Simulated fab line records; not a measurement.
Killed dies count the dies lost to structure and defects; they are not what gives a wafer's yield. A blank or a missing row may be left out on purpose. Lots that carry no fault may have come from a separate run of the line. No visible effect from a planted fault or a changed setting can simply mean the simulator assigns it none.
Chamber matching || flow nand harc || NHARC_P_CONTACT_CMP_01 on cmp-04: 4 sister chambers
The step polishes SiO2, target thk 200 nm. 8 wafers are shown with their chamber, then 8 later ones without.

== EACH WAFER AND ITS CHAMBER ==
{"wafer": "L075.4", "chamber": 1, "motor current A (A)": 13.4}
{"wafer": "L076.1", "chamber": 2, "motor current A (A)": 13.4}
{"wafer": "L076.6", "chamber": 0, "motor current A (A)": 11.9}
{"wafer": "L080.4", "chamber": 0, "motor current A (A)": 12.0}
{"wafer": "L081.4", "chamber": 3, "motor current A (A)": 10.3}
{"wafer": "L081.5", "chamber": 3, "motor current A (A)": 10.0}
{"wafer": "L081.6", "chamber": 2, "motor current A (A)": 12.5}
{"wafer": "L083.1", "chamber": 1, "motor current A (A)": 13.5}

== WAFERS WITH NO CHAMBER GIVEN ==
{"wafer": "L083.3", "motor current A (A)": 13.3}
{"wafer": "L083.5", "motor current A (A)": 11.7}
{"wafer": "L088.1", "motor current A (A)": 10.5}
{"wafer": "L088.2", "motor current A (A)": 12.1}
{"wafer": "L088.6", "motor current A (A)": 10.6}
{"wafer": "L091.3", "motor current A (A)": 10.5}
{"wafer": "L091.4", "motor current A (A)": 13.5}
{"wafer": "L091.5", "motor current A (A)": 11.2}

== CHAMBER TAKEN BY EACH ==
{"wafer": "L083.3", "from the rows above": "can't be placed: 1 or 2", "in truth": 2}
{"wafer": "L083.5", "from the rows above": 0, "in truth": 0}
{"wafer": "L088.1", "from the rows above": 3, "in truth": 3}
{"wafer": "L088.2", "from the rows above": 0, "in truth": 0}
{"wafer": "L088.6", "from the rows above": 3, "in truth": 3}
{"wafer": "L091.3", "from the rows above": 3, "in truth": 3}
{"wafer": "L091.4", "from the rows above": "can't be placed: 1 or 2", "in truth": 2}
{"wafer": "L091.5", "from the rows above": "can't be placed: 0 or 3", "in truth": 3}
Placed correctly: 5 of 8. Unplaceable from these rows: 3, with the true chamber sitting among the candidates in 3. Wrongly placed: 0.
How it was worked out, from the rows above alone: a wafer's distance from a chamber is the root of the sum, over the readings, of the square of ((its reading less the chamber's mean) divided by the reading's scatter). If the next closest chamber is less than 2 further off than the closest, the wafer can't be placed; otherwise it belongs to the closest. A chamber's mean is the mean of its shown wafers. The scatter: the root of (the sum of the squares of (reading less its chamber's mean) over the shown wafers, divided by (wafers less chambers)).
